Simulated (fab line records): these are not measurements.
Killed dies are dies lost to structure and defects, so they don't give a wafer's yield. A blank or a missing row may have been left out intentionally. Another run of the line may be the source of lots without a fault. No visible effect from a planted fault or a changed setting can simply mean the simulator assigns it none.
Split-lot study ; flow n5-finfet ; 21 wafers read across 7 lots, on a route 1938 steps long

== ON THE SPLIT ==
At N5_BEOL_M10_VIA_ETCH_34 (etches SiCOH lowk in C4F6/O2, target depth 184.5 nm, time 69.2 s), the setting time-s was moved away from the recipe's 69.2 s on 6 of the 21 wafers read, by +6.7% to +20.4%. All remaining wafers had this setting at the recipe value.

The reading is taken at the split's own step.

== THE READING ==
SOC_of_BEOL_M10_COAT_63.thk-nm (the simulator's own value, which no gauge read), in nm, at N5_BEOL_M10_VIA_ETCH_34 (etches SiCOH lowk in C4F6/O2, target depth 184.5 nm, time 69.2 s). No usual value for it is given in the file. Here, 15 wafers ran the recipe; their average is 92.1 nm with a standard deviation of 0.38 nm.

wafer;tool, chamber at the split;time-s as run, s;against the recipe;SOC_of_BEOL_M10_COAT_63.thk-nm, nm;against lot-mates on the recipe
L076.1;rie-diel-06, 1;77.61;+12.2%;91.2;-1.0
L076.3;rie-diel-06, 0;69.2;recipe;92.4;-
L076.5;rie-diel-06, 0;69.2;recipe;92;-
L081.3;rie-diel-05, 0;83.33;+20.4%;90.4;-1.2
L081.4;rie-diel-05, 2;69.2;recipe;91.6;-
L081.6;rie-diel-05, 0;83.33;+20.4%;90.4;-1.2
L080.1;rie-diel-06, 3;69.2;recipe;91.6;-
L080.3;rie-diel-06, 1;69.2;recipe;92.2;-
L080.6;rie-diel-06, 3;69.2;recipe;91.8;-
L083.2;rie-diel-06, 1;69.2;recipe;92.4;-
L083.4;rie-diel-06, 3;69.2;recipe;92.2;-
L083.5;rie-diel-06, 1;69.2;recipe;92.6;-
L095.1;rie-diel-05, 2;69.2;recipe;92.6;-
L095.3;rie-diel-05, 1;69.2;recipe;92.4;-
L095.4;rie-diel-05, 1;69.2;recipe;92.2;-
L096.2;rie-diel-06, 3;69.2;recipe;91.6;-
L096.4;rie-diel-06, 1;75.73;+9.4%;91;-0.7
L096.6;rie-diel-06, 1;69.2;recipe;91.8;-
L097.1;rie-diel-05, 0;69.2;recipe;92.8;-
L097.3;rie-diel-05, 1;73.82;+6.7%;91.6;-1.2
L097.6;rie-diel-05, 1;73.82;+6.7%;91.8;-1.0

FIT RESULTS
A straight line over all 21 wafers: SOC_of_BEOL_M10_COAT_63.thk-nm changes by -0.086 nm for each +1% of time-s; r = -0.86; the points scatter about the line by 0.35 nm.
The same after taking each lot's own level away (the mean of its wafers on the recipe; 21 wafers): -0.0674 nm for each +1%; r = -0.87; scatter 0.27 nm.
Per that fit: largest time-s move, reading shift of 1.4 nm.
The span of the lots' own levels, 91.60 to 92.80 nm, comes to 3.1 times the standard deviation stated above.
Hence the slope depends on the lot-to-lot level, as the two fits are not the same.
Check: with one of the wafers moved furthest among these (+20.4%) left out of the fit, the line predicts -1.57 nm for it against its lot-mates. It came out at -1.2 nm against them.

== FURTHER SPLITS ON THESE WAFERS ==
These wafers also went through other splits before the reading. Each is held against what the fit with the lots' levels taken away leaves over:
other split on the same wafers;wafers away from the commonest value;r with SOC_of_BEOL_M10_COAT_63.thk-nm (lot level and that fit taken away)
N5_BEOL_M8_PECVD_70 time-s;5;+0.17
N5_BEOL_M9_ILD_DEP_00 time-s;8;-0.22
N5_BEOL_M9_ETCH_62 time-s;10;+0.06
N5_BEOL_M10_EXPOSE_25 dose-mj;8;-0.69

== THE WHOLE CHAIN: every reading that the file lists as answering this split, in the file's order ==
step;what it does;reading;change (the file's fit);r (the file's)
N5_BEOL_M10_VIA_ETCH_34;etches SiCOH lowk in C4F6/O2, target depth 184.5 nm, time 69.2 s;etch.depth-nm (the simulator's own value, which no gauge read);+1.55 nm for each +1% of the setting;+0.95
N5_BEOL_M10_VIA_ETCH_34;etches SiCOH lowk in C4F6/O2, target depth 184.5 nm, time 69.2 s;SOC_of_BEOL_M10_COAT_63.thk-nm (the simulator's own value, which no gauge read);-0.0725 nm for each +1% of the setting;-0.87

== THE FILE'S OWN FIT ==
SOC_of_BEOL_M10_COAT_63.thk-nm changes by -0.0725 nm for each +1% of time-s, r = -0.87.
